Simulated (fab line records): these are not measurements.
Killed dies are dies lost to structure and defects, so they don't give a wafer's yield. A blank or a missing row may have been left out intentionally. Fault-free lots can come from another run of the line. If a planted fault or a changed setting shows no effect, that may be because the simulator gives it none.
fab line records	flow nandHarc
[record] lots = 7	wafers = 21	lastDay = 24
route steps=1159 shown P_M2@328 END@1159
lots untouched by any fault: they come from a run of this same line in which no faults occurred
startH: hours from the record's opening day to when the first of the lot's shown wafers began	waitH: hours elapsed since this lot's preceding step	" unchanged from the row above	L1.1+2: one row covering several wafers at once	- no value, or no start was given	* or withheld: withheld	< > ~ a bound
route shown NAME@n: names a module that has steps shown in the file, with the first one's number in the route	usual: mean and standard deviation over wafers with no fault	same: alike in all rows	chamber/n: place in a boat	sites: each site's reading	_std_site: standard deviation of those values	_edge_site: outer sites' mean less inner sites'	radiusMm: how far each site lies from the wafer's centre	mask NAME#n: copy n	behind: tool/chamber where the wafer was last shaped	hold: reason for holding the lot/hours on hold/outcome of the hold	device: the transistor (n, p or np) that didn't switch	end of line: the tests these same wafers got at the end of their route	step lacking rows: just its recipe	killed: not the wafer's yield, but the dies lost to structure and defects at the first sort	map: per-die view of a wafer (x killed, . not killed, _ where there is no die)
set.NAME: the setting the step ran with; set.NAME@STEP: the setting that earlier step ran with	model.NAME: the simulator's own value behind a step, which no gauge read
lots at selected steps of the route; one table per step, one row per wafer
services: the hour from which a tool's chamber was out of use, counted from the record's first day as startH (under 0 if before that day), plus the number of hours and why
[[steps]]
[step NHARC_P_M2_CD_MEAS_09]
[recipe] targetCdNm = 170	landingEnergyEv = 500
[usual] cdNm = 170.0/0.49
lot.wafer	tool	chamber	startH	waitH	cdNm
L196.2	cdSem-01	0	126.98	-	169.9
L196.3	"	0	"	"	170.4
L196.5	"	0	"	"	170.1
L198.2	cdSem-03	0	140.50	-	170.5
L198.4	"	0	"	"	170.0
L198.5	"	0	"	"	170.2
L199.2	cdSem-01	0	141.99	-	170.1
L199.4	"	0	"	"	169.9
L199.5	"	0	"	"	169.8
L200.1	cdSem-02	0	157.84	-	170.0
L200.3	"	0	"	"	169.7
L200.5	"	0	"	"	169.3
L202.2	cdSem-03	0	158.00	-	170.5
L202.3	"	0	"	"	170.0
L202.4	"	0	"	"	170.0
L216.1	cdSem-03	0	244.78	-	170.3
L216.2	"	0	"	"	170.4
L216.4	"	0	"	"	170.2
L218.3	cdSem-02	0	255.37	-	169.8
L218.5	"	0	"	"	169.7
L218.6	"	0	"	"	169.9
[step NHARC_P_M2_OVL_MEAS_10]
[recipe] pitchNm = 340
[usual] overlayXNm = 0.1/0.97	overlayYNm = 0.2/0.94
lot.wafer	tool	chamber	startH	waitH	overlayXNm	overlayYNm
L196.2	overlay-01	-	127.07	-	-1.0	0.9
L196.3	"	-	"	"	-1.0	1.1
L196.5	"	-	"	"	-1.0	1.3
L198.2	overlay-01	-	140.58	-	-0.1	0.4
L198.4	"	-	"	"	-0.4	0.7
L198.5	"	-	"	"	-0.1	0.7
L199.2	overlay-01	-	142.08	-	-0.5	0.8
L199.4	"	-	"	"	0.3	0.9
L199.5	"	-	"	"	-0.8	1.2
L200.1	overlay-01	-	157.93	-	-0.6	3.0
L200.3	"	-	"	"	-0.6	2.9
L200.5	"	-	"	"	-0.2	2.5
L202.2	overlay-02	-	158.09	-	-0.5	-0.6
L202.3	"	-	"	"	-0.6	0.1
L202.4	"	-	"	"	-0.2	0.1
L216.1	overlay-01	-	244.87	-	1.2	-0.8
L216.2	"	-	"	"	1.3	-0.8
L216.4	"	-	"	"	0.9	-0.7
L218.3	overlay-01	-	255.45	-	-0.7	-0.9
L218.5	"	-	"	"	-1.5	-1.0
L218.6	"	-	"	"	-0.6	-1.1
[step NHARC_P_M2_INSPECT_11]
[usual] rawDefectCount = 3.8/2.4
lot.wafer	tool	chamber	startH	waitH	rawDefectCount
L196.2	defectInspect-02	-	127.11	0.0	7
L196.3	"	-	"	"	3
L196.5	"	-	"	"	3
L198.2	defectInspect-02	-	140.62	0.0	3
L198.4	"	-	"	"	4
L198.5	"	-	"	"	5
L199.2	defectInspect-02	-	142.12	0.0	0
L199.4	"	-	"	"	3
L199.5	"	-	"	"	3
L200.1	defectInspect-02	-	157.97	0.0	3
L200.3	"	-	"	"	2
L200.5	"	-	"	"	3
L202.2	defectInspect-01	-	158.13	0.0	5
L202.3	"	-	"	"	4
L202.4	"	-	"	"	2
L216.1	defectInspect-01	-	244.91	0.0	2
L216.2	"	-	"	"	3
L216.4	"	-	"	"	1
L218.3	defectInspect-01	-	255.49	0.0	8
L218.5	"	-	"	"	9
L218.6	"	-	"	"	9
[step NHARC_P_M2_DESCUM_14]
[recipe] timeS = 3	o2FlowSccm = 200	arFlowSccm = 0	biasPowerW = 0	chemistry = O2
[usual] drypumpMotorCurrentA = 6.0/0.39	oesProductAu = 1.000/0.0082	rfVppV = 57.8/0.96	showerheadPlenumPTorr = 1.94/0.059	throttleValvePct = 11.311/0.0088
lot.wafer	tool	chamber	startH	waitH	drypumpMotorCurrentA	oesProductAu	rfHoursCounterH	rfVppV	showerheadPlenumPTorr	throttleValvePct
L196.2	rieDiel-12	1	127.17	0.1	5.6	1.000	4	57.1	1.92	11.306
L196.3	"	2	"	"	6.4	1.002	4	58.9	1.91	11.316
L196.5	"	1	"	"	5.6	1.004	-	57.7	1.92	11.308
L198.2	rieDiel-09	0	140.70	0.1	5.5	1.001	13	58.4	1.99	11.295
L198.4	"	1	"	"	6.0	0.999	14	57.0	1.86	11.316
L198.5	"	2	"	"	6.1	1.001	-	58.1	1.99	11.318
L199.4	rieDiel-12	2	142.19	0.1	6.4	1.009	4	58.9	1.91	11.295
L199.2	"	3	"	"	5.5	0.996	4	57.3	1.91	11.306
L199.5	"	1	"	"	5.6	1.005	-	58.1	1.92	11.307
L200.3	rieDiel-09	2	158.04	0.1	6.1	1.005	17	57.6	1.99	11.309
L200.1	"	0	"	"	5.4	1.000	16	58.6	1.99	11.316
L200.5	"	2	"	"	6.1	1.000	-	56.5	1.99	11.303
L202.3	rieDiel-12	3	158.19	0.1	5.5	0.998	5	58.7	1.92	11.308
L202.2	"	1	"	"	5.6	0.991	5	56.9	1.92	11.318
L202.4	"	2	"	"	6.4	1.005	5	56.3	1.91	11.317
L216.1	rieDiel-12	1	244.97	0.1	5.6	0.986	2	56.5	1.92	11.310
L216.4	"	2	"	"	6.4	1.006	2	57.1	1.91	11.296
L216.2	"	3	"	"	5.5	1.002	2	57.3	1.91	11.311
L218.3	rieDiel-12	0	255.55	0.1	6.3	1.005	2	55.9	2.03	11.308
L218.5	"	0	"	"	6.3	1.001	-	58.3	2.03	11.308
L218.6	"	1	"	"	5.6	0.989	-	57.4	1.92	11.322
[step NHARC_P_M2_ETCH_35]
[recipe] targetDepthA = 400	overetchA = 120	timeS = 43.94	ionEnergyEv = 200	n2FlowSccm = 150	h2FlowSccm = 150	arFlowSccm = 0	rfW = 400	biasW = 150	chemistry = N2/H2
[usual] drypumpMotorCurrentA = 6.0/0.39	h2FlowSccm = 150.1/0.48	n2FlowSccm = 150.1/0.51	oesProductAu = 1.000/0.0079	rfVppV = 431.4/1.9	showerheadPlenumPTorr = 2.07/0.063	throttleValvePct = 14.172/0.0092
lot.wafer	tool	chamber	startH	waitH	drypumpMotorCurrentA	h2FlowSccm	n2FlowSccm	oesProductAu	rfHoursCounterH	rfVppV	showerheadPlenumPTorr	throttleValvePct
L196.3	rieDiel-12	3	127.26	0.1	5.5	150.2	150.0	0.999	3	429.4	2.04	14.184
L196.2	"	0	"	"	6.3	149.8	149.6	1.003	3	435.1	2.17	14.184
L196.5	"	2	"	"	6.4	150.5	150.7	1.014	-	431.2	2.04	14.183
L198.4	rieDiel-09	3	140.76	0.1	6.3	149.5	150.7	1.003	12	428.9	2.01	14.182
L198.2	"	0	"	"	5.4	150.5	150.2	1.007	13	434.4	2.12	14.174
L198.5	"	0	"	"	5.5	150.2	150.5	1.006	-	433.0	2.12	14.157
L199.4	rieDiel-12	0	142.26	0.1	6.3	149.9	150.0	1.002	4	434.3	2.17	14.154
L199.2	"	3	"	"	5.5	150.2	149.4	1.012	4	431.7	2.04	14.178
L199.5	"	0	"	"	6.3	149.3	150.2	1.001	-	434.3	2.17	14.171
L200.3	rieDiel-09	3	158.12	0.1	6.3	149.6	150.8	1.004	16	429.9	2.01	14.163
L200.1	"	0	"	"	5.4	149.6	150.6	0.998	16	432.8	2.12	14.167
L200.5	"	2	"	"	6.1	149.9	151.0	0.991	-	432.0	2.13	14.164
L202.4	rieDiel-12	0	158.27	0.1	6.3	149.9	150.2	0.977	5	434.5	2.17	14.152
L202.2	"	2	"	"	6.4	150.6	149.8	0.993	5	430.6	2.04	14.174
L202.3	"	3	"	"	5.5	149.8	150.0	0.991	5	430.5	2.04	14.186
L216.4	rieDiel-12	2	245.05	0.1	6.5	149.5	150.0	1.001	2	431.3	2.04	14.176
L216.1	"	0	"	"	6.3	151.2	150.9	0.998	2	433.3	2.17	14.176
L216.2	"	1	"	"	5.6	150.1	150.0	1.005	2	431.3	2.05	14.149
L218.3	rieDiel-12	0	255.65	0.1	6.3	149.9	150.3	1.008	2	434.7	2.17	14.178
L218.5	"	2	"	"	6.4	150.5	150.3	0.997	-	430.4	2.04	14.176
L218.6	"	3	"	"	5.5	149.5	150.0	1.000	-	430.1	2.04	14.172
[step NHARC_P_M2_ETCH_15]
[recipe] targetDepthA = 1825	timeS = 91.2	c4f8FlowSccm = withheld	arFlowSccm = 400	rfW = 600	biasW = 300	chemistry = C4F8/Ar
[step NHARC_P_M2_CD_MEAS_16]
[usual] cdNm = 170.1/0.65
lot.wafer	tool	chamber	startH	waitH	cdNm
L196.2	cdSem-01	-	127.47	-	171.1
L196.3	"	-	"	"	170.7
L196.5	"	-	"	"	170.4
L198.2	cdSem-01	-	140.99	-	171.4
L198.4	"	-	"	"	170.9
L198.5	"	-	"	"	170.5
L199.2	cdSem-02	-	142.49	-	169.7
L199.4	"	-	"	"	169.9
L199.5	"	-	"	"	169.7
L200.1	cdSem-03	-	158.35	-	170.0
L200.3	"	-	"	"	170.3
L200.5	"	-	"	"	169.7
L202.2	cdSem-02	-	158.50	-	170.8
L202.3	"	-	"	"	169.7
L202.4	"	-	"	"	170.2
L216.1	cdSem-02	-	245.27	-	171.0
L216.2	"	-	"	"	170.3
L216.4	"	-	"	"	170.5
L218.3	cdSem-02	-	255.86	-	169.9
L218.5	"	-	"	"	169.8
L218.6	"	-	"	"	170.5
[step NHARC_P_M2_STRIP_18]
[recipe] powerW = 1000	n2FlowSccm = 150	h2FlowSccm = 150	arFlowSccm = 0	biasW = 0	chemistry = N2/H2
[step NHARC_P_M2_ETCH_28]
[recipe] targetDepthA = 300	overEtchFrac = 0.3	timeS = 72.99	ionEnergyEv = 150	cf4FlowSccm = 50	n2FlowSccm = 100	arFlowSccm = 150	rfW = 300	biasW = 100	chemistry = CF4/N2
[usual] drypumpMotorCurrentA = 6.0/0.38	n2FlowSccm = 100.00/0.3	oesProductAu = 1.000/0.0093	rfVppV = 314.7/1.6	showerheadPlenumPTorr = 2.66/0.079	throttleValvePct = 19.795/0.0095
lot.wafer	tool	chamber	startH	waitH	drypumpMotorCurrentA	n2FlowSccm	oesProductAu	rfHoursCounterH	rfVppV	showerheadPlenumPTorr	throttleValvePct
L196.3	rieDiel-12	2	-	-	6.4	99.71	1.014	4	314.7	2.63	19.781
L196.2	"	0	"	"	6.3	100.23	0.996	3	316.0	2.78	19.800
L196.5	"	1	"	"	5.6	100.10	0.993	-	314.2	2.64	19.800
L198.4	rieDiel-12	3	-	-	5.5	100.63	0.988	4	314.6	2.63	19.798
L198.2	"	2	"	"	6.4	99.76	0.999	4	315.3	2.63	19.795
L198.5	"	0	"	"	6.3	99.77	0.982	-	315.9	2.78	19.797
L199.4	rieDiel-12	3	-	-	5.5	100.16	0.995	4	314.8	2.63	19.797
L199.2	"	0	"	"	6.3	99.64	1.001	4	318.1	2.78	19.777
L199.5	"	3	"	"	5.5	100.54	1.007	-	314.5	2.63	19.783
L200.3	rieDiel-09	3	-	-	6.3	99.81	1.010	16	313.7	2.59	19.789
L200.1	"	0	"	"	5.4	99.65	0.992	17	315.7	2.72	19.804
L200.5	"	3	"	"	6.3	99.96	1.004	-	313.2	2.59	19.780
L202.2	rieDiel-09	3	-	-	6.3	100.04	1.013	16	314.8	2.59	19.800
L202.4	"	0	"	"	5.4	100.34	1.004	17	318.0	2.72	19.794
L202.3	"	1	"	"	6.1	100.22	0.997	17	312.8	2.55	19.805
L216.2	rieDiel-09	2	-	-	6.1	99.63	1.012	31	316.5	2.72	19.811
L216.1	"	0	"	"	5.4	99.60	1.009	31	315.9	2.72	19.817
L216.4	"	2	"	"	6.1	100.53	1.001	-	316.6	2.72	19.805
L218.3	rieDiel-12	0	-	-	6.3	99.25	1.005	3	317.1	2.78	19.804
L218.5	"	2	"	"	6.4	100.73	0.999	-	315.2	2.62	19.793
L218.6	"	3	"	"	5.5	99.91	1.016	-	314.4	2.63	19.799
[step NHARC_P_M2_STRIP_19]
[recipe] timeS = 600	tempC = 30	chemistry = postEtchResidueRemover
[step NHARC_P_M2_DEGAS_29]
[recipe] tempC = 250	timeS = 60
[step NHARC_P_M2_PRE_CLEAN_30]
[recipe] timeS = 30	tempC = 280	gas = H2/He
[usual] heaterPowerW = 412/47
lot.wafer	tool	chamber	startH	waitH	heaterPowerW
L196.3	pvdSputter-01	-	-	-	476
L196.2	"	-	"	"	374
L196.5	"	-	"	"	447
L198.4	pvdSputter-01	-	-	-	378
L198.2	"	-	"	"	357
L198.5	"	-	"	"	463
L199.4	pvdSputter-02	-	-	-	351
L199.2	"	-	"	"	439
L199.5	"	-	"	"	437
L200.1	pvdSputter-01	-	-	-	369
L200.3	"	-	"	"	447
L200.5	"	-	"	"	370
L202.2	pvdSputter-03	-	-	-	506
L202.4	"	-	"	"	360
L202.3	"	-	"	"	364
L216.4	pvdSputter-03	-	-	-	375
L216.1	"	-	"	"	377
L216.2	"	-	"	"	491
L218.3	pvdSputter-01	-	-	-	433
L218.5	"	-	"	"	394
L218.6	"	-	"	"	451
[step NHARC_P_M2_PVD_20]
[recipe] targetThkA = 50	biasV = 168.6	powerW = 15000	chamberPressurePa = 0.12	timeS = 8.06	substrateTempC = 50	material = TaN
[usual] throttleValvePct = 30.1/1.3
lot.wafer	tool	chamber	startH	waitH	throttleValvePct
L196.3	pvdSputter-01	-	128.32	-	31.3
L196.2	"	-	"	"	30.0
L196.5	"	-	"	"	27.7
L198.2	pvdSputter-01	-	141.95	-	31.3
L198.4	"	-	"	"	30.0
L198.5	"	-	"	"	27.4
L198.2	pvdSputter-01	-	142.22	-	31.2
L198.4	"	-	"	"	30.1
L198.5	"	-	"	"	27.6
L199.2	pvdSputter-02	-	143.34	-	30.2
L199.4	"	-	"	"	27.6
L199.5	"	-	"	"	29.9
L199.2	pvdSputter-02	-	143.61	-	30.0
L199.4	"	-	"	"	27.3
L199.5	"	-	"	"	29.8
L200.3	pvdSputter-01	-	159.36	-	27.5
L200.1	"	-	"	"	30.2
L200.5	"	-	"	"	27.5
L200.3	pvdSputter-01	-	159.73	-	27.2
L200.1	"	-	"	"	30.2
L200.5	"	-	"	"	27.7
L202.4	pvdSputter-03	-	159.39	-	32.6
L202.3	"	-	"	"	30.3
L202.2	"	-	"	"	30.9
L216.4	pvdSputter-03	-	246.18	-	30.5
L216.2	"	-	"	"	30.9
L216.1	"	-	"	"	32.7
L218.3	pvdSputter-01	-	256.72	-	31.3
L218.5	"	-	"	"	28.0
L218.6	"	-	"	"	31.3
[step NHARC_P_M2_PVD_21]
[recipe] targetThkA = 300	chamberPressurePa = 5	powerW = 5000	substrateTempC = 30	timeS = 20.49	material = Cu
[usual] throttleValvePct = 30.1/1.4
lot.wafer	tool	chamber	startH	waitH	throttleValvePct
L196.2	pvdSputter-01	-	-	-	30.3
L196.3	"	-	"	"	27.8
L196.5	"	-	"	"	30.1
L198.4	pvdSputter-01	-	-	-	31.2
L198.2	"	-	"	"	29.9
L198.5	"	-	"	"	31.2
L199.2	pvdSputter-02	-	-	-	30.1
L199.4	"	-	"	"	27.6
L199.5	"	-	"	"	27.6
L202.4	pvdSputter-03	-	-	-	31.2
L202.3	"	-	"	"	32.3
L202.2	"	-	"	"	30.4
L200.1	pvdSputter-01	-	-	-	31.2
L200.3	"	-	"	"	30.0
L200.5	"	-	"	"	31.0
L216.4	pvdSputter-03	-	-	-	31.5
L216.2	"	-	"	"	32.7
L216.1	"	-	"	"	30.7
L218.3	pvdSputter-01	-	-	-	31.3
L218.5	"	-	"	"	28.3
L218.6	"	-	"	"	31.5
[step NHARC_END_SORT_01]
[recipe] tempC = 25
[usual] defectLimitedYield = 95.7/1.5	killedAtArray = 26/9.9	killedAtOther = 0.8/1	killedAtPeriphery = 2.8/2.2	killedDies = 29/9.9	killedOpen = 3.2/1.8	killedShort = 2.1/1.4	sort_bin_2_pct = 1.3/0.54	sort_bin_3_pct = 0.23/0.2	sort_bin_4_pct = 2.8/1	sortNPass = 648/9.9	sortRimYieldPct = 95/3.5	sortYieldPct = 95.7/1.5
[same] grossDies = 677	sort_bin_5_pct[%] = 0	sort_bin_6_pct[%] = 0	sort_bin_7_pct[%] = 0	sort_bin_8_pct[%] = 0	sortRimNGross = 106.00
lot.wafer	tool	chamber	startH	waitH	defectLimitedYield[%]	killedAtArray	killedAtOther	killedAtPeriphery	killedDies	killedOpen	killedShort	sort_bin_2_pct[%]	sort_bin_3_pct[%]	sort_bin_4_pct[%]	sortNPass	sortRimYieldPct[%]	sortYieldPct[%]
L196.2	prober-02	0	441.71	2.8	95.4	26	0	5	31	4	4	1.2	0.15	3.2	646	94	95.4
L196.3	prober-02	0	442.52	3.1	95.6	26	0	4	30	2	1	1.5	0	3.0	647	91	95.6
L196.5	prober-02	0	444.13	3.7	96.8	19	0	3	22	1	1	1.2	0	2.1	655	93	96.8
L199.2	prober-01	0	452.52	2.8	97.3	16	1	1	18	7	3	0.4	0.15	2.1	659	96	97.3
L199.4	prober-01	0	454.15	3.4	97.6	14	1	1	16	3	4	0.3	0	2.1	661	97	97.6
L199.5	prober-01	0	454.97	3.8	97.5	12	0	5	17	3	1	0.7	0	1.8	660	96	97.5
L200.1	prober-01	0	471.36	2.5	96.0	24	1	2	27	4	0	0.9	0.15	3.0	650	98	96.0
L200.3	prober-01	0	472.98	3.1	95.3	25	4	3	32	5	1	1.8	0	3.0	645	96	95.3
L200.5	prober-01	0	474.59	3.7	96.0	21	3	3	27	2	2	1.0	0.15	2.8	650	94	96.0
L218.3	prober-01	0	575.18	3.1	95.9	21	1	6	28	3	2	1.0	0.30	2.8	649	99	95.9
L218.5	prober-01	0	576.77	3.7	95.6	21	1	8	30	3	3	1.2	0.30	3.0	647	99	95.6
L218.6	prober-01	0	577.57	4.0	96.3	13	2	10	25	5	4	0.6	0.59	2.5	652	94	96.3
// killed by level:class
L196.2 A_CHANNEL_HOLE_D1:chamberFilmFlake=7 A_SLIT:chamberFilmFlake=6 P_M1:chamberFilmFlake=4 A_CHANNEL_FILL_D1:geometricParticle:open=3 A_ONON_D1:geometricParticle:short=2 A_CHANNEL_HOLE_D1:geometricParticle:short=2 A_STAIRCASE:chamberFilmFlake=2 A_WL_FILL:chamberFilmFlake=2
L196.3 A_CHANNEL_HOLE_D1:chamberFilmFlake=12 A_SLIT:chamberFilmFlake=6 A_CONTACT:chamberFilmFlake=4 P_M1:chamberFilmFlake=3 A_STAIRCASE:chamberFilmFlake=2 P_M0:geometricParticle:open=1 A_WL_FILL:geometricParticle:open=1 A_M0:geometricParticle:short=1
L196.5 A_SLIT:chamberFilmFlake=8 A_CHANNEL_HOLE_D1:chamberFilmFlake=4 A_STAIRCASE:chamberFilmFlake=3 P_M1:chamberFilmFlake=2 A_ZERO_WELL:chamberFilmFlake=2 P_CONTACT:geometricParticle:open=1 A_CHANNEL_FILL_D1:geometricParticle:short=1 A_CHANNEL_FILL_D1:chamberFilmFlake=1
L199.2 A_CONTACT:geometricParticle:open=2 A_CHANNEL_HOLE_D1:chamberFilmFlake=2 A_CHANNEL_FILL_D1:chamberFilmFlake=2 P_CONTACT:geometricParticle:open=1 A_CHANNEL_FILL_D1:geometricParticle:open=1 A_CHANNEL_FILL_D1:geometricParticle:short=1 A_SGD_CUT:geometricParticle:open=1 A_WL_FILL:geometricParticle:short=1
L199.4 A_CONTACT:chamberFilmFlake=4 A_CHANNEL_FILL_D1:geometricParticle:short=2 A_WL_FILL:chamberFilmFlake=2 A_SOURCE_PLATE:geometricParticle:short=1 A_CHANNEL_FILL_D1:geometricParticle:open=1 A_STAIRCASE:geometricParticle:open=1 A_M1:geometricParticle:open=1 STARTING-WAFER:geometricParticle:short=1
L199.5 P_GATE:chamberFilmFlake=3 A_CONTACT:chamberFilmFlake=3 A_SLIT:chamberFilmFlake=2 A_WL_FILL:chamberFilmFlake=2 P_GATE:geometricParticle:open=1 P_M2:geometricParticle:open=1 A_SOURCE_PLATE:geometricParticle:open=1 A_ONON_D1:geometricParticle:short=1
L200.1 A_SLIT:chamberFilmFlake=10 A_BONDPAD:chamberFilmFlake=4 A_STAIRCASE:chamberFilmFlake=3 A_CHANNEL_HOLE_D1:chamberFilmFlake=2 A_CONTACT:chamberFilmFlake=2 P_M0:geometricParticle:open=1 P_M2:geometricParticle:open=1 A_WL_FILL:geometricParticle:open=1
L200.3 A_SLIT:chamberFilmFlake=10 A_CHANNEL_HOLE_D1:chamberFilmFlake=4 A_STAIRCASE:chamberFilmFlake=4 THIN_TSV:chamberFilmFlake=4 A_CONTACT:geometricParticle:open=3 A_BONDPAD:chamberFilmFlake=3 P_CONTACT:geometricParticle:open=1 P_M1:geometricParticle:open=1
L200.5 A_SLIT:chamberFilmFlake=5 A_STAIRCASE:chamberFilmFlake=4 A_BONDPAD:chamberFilmFlake=4 A_CHANNEL_HOLE_D1:chamberFilmFlake=3 THIN_TSV:chamberFilmFlake=3 P_M1:chamberFilmFlake=2 A_CONTACT:chamberFilmFlake=2 P_M0:geometricParticle:open=1
L218.3 A_CHANNEL_HOLE_D1:chamberFilmFlake=13 A_CONTACT:chamberFilmFlake=3 P_M1:chamberFilmFlake=2 P_GATE:geometricParticle:open=1 P_M2:geometricParticle:short=1 A_CHANNEL_FILL_D1:geometricParticle:short=1 A_CHANNEL_FILL_D1:geometricParticle:open=1 A_WL_FILL:geometricParticle:open=1
L218.5 A_CHANNEL_HOLE_D1:chamberFilmFlake=8 A_CONTACT:chamberFilmFlake=7 P_M1:chamberFilmFlake=5 P_CONTACT:geometricParticle:open=1 P_M2:geometricParticle:open=1 A_ONON_D1:geometricParticle:open=1 A_ONON_D1:geometricParticle:short=1 A_CHANNEL_FILL_D1:geometricParticle:short=1
L218.6 P_M1:chamberFilmFlake=4 A_STAIRCASE:chamberFilmFlake=4 A_CONTACT:chamberFilmFlake=4 A_CHANNEL_HOLE_D1:chamberFilmFlake=2 P_ZERO_WELL:geometricParticle:short=1 P_CONTACT:geometricParticle:open=1 P_M0:geometricParticle:open=1 P_M0:geometricParticle:short=1
[[services]]
tool	chamber	startH	hours	kind
rieDiel-12	0	107.90	-	clean
rieDiel-12	1	107.90	-	clean
rieDiel-12	2	107.90	-	clean
rieDiel-12	3	107.90	-	clean
rieDiel-12	0	132.40	-	clean
rieDiel-12	1	132.40	-	clean
rieDiel-12	2	132.40	-	clean
rieDiel-12	3	132.40	-	clean
rieDiel-12	-	149.33	0.8	repair
pvdSputter-02	-	156.62	3.6	repair
rieDiel-12	0	156.90	-	clean
rieDiel-12	1	156.90	-	clean
rieDiel-12	2	156.90	-	clean
rieDiel-12	3	156.90	-	clean
pvdSputter-01	-	162.10	10.0	pm
rieDiel-12	3	178.82	2.8	repair
pvdSputter-01	-	180.76	0.5	repair
rieDiel-12	0	181.40	-	clean
rieDiel-12	-	202.40	9.0	pm
pvdSputter-02	-	214.00	10.0	pm
rieDiel-09	3	242.61	15.4	repair
rieDiel-09	2	248.46	5.3	repair
rieDiel-12	3	250.63	1.8	repair
rieDiel-09	-	254.13	9.0	pm
[[key]]
[firstSign] step = NHARC_P_M2_PVD_20	reading = visit	direction = added
effect none on later readings
metAt NHARC_P_M2_PVD_20
struckWafers L198.2,L198.4,L198.5,L199.2,L199.4,L199.5,L200.1,L200.3,L200.5
[fault] kind = repeatedStepWhole	tool = pvdSputter-01,pvdSputter-02,pvdSputter-03	chamber = -	onsetH = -	steps = NHARC_P_M2_PVD_20	times = 1	scope = struckLotsOnly
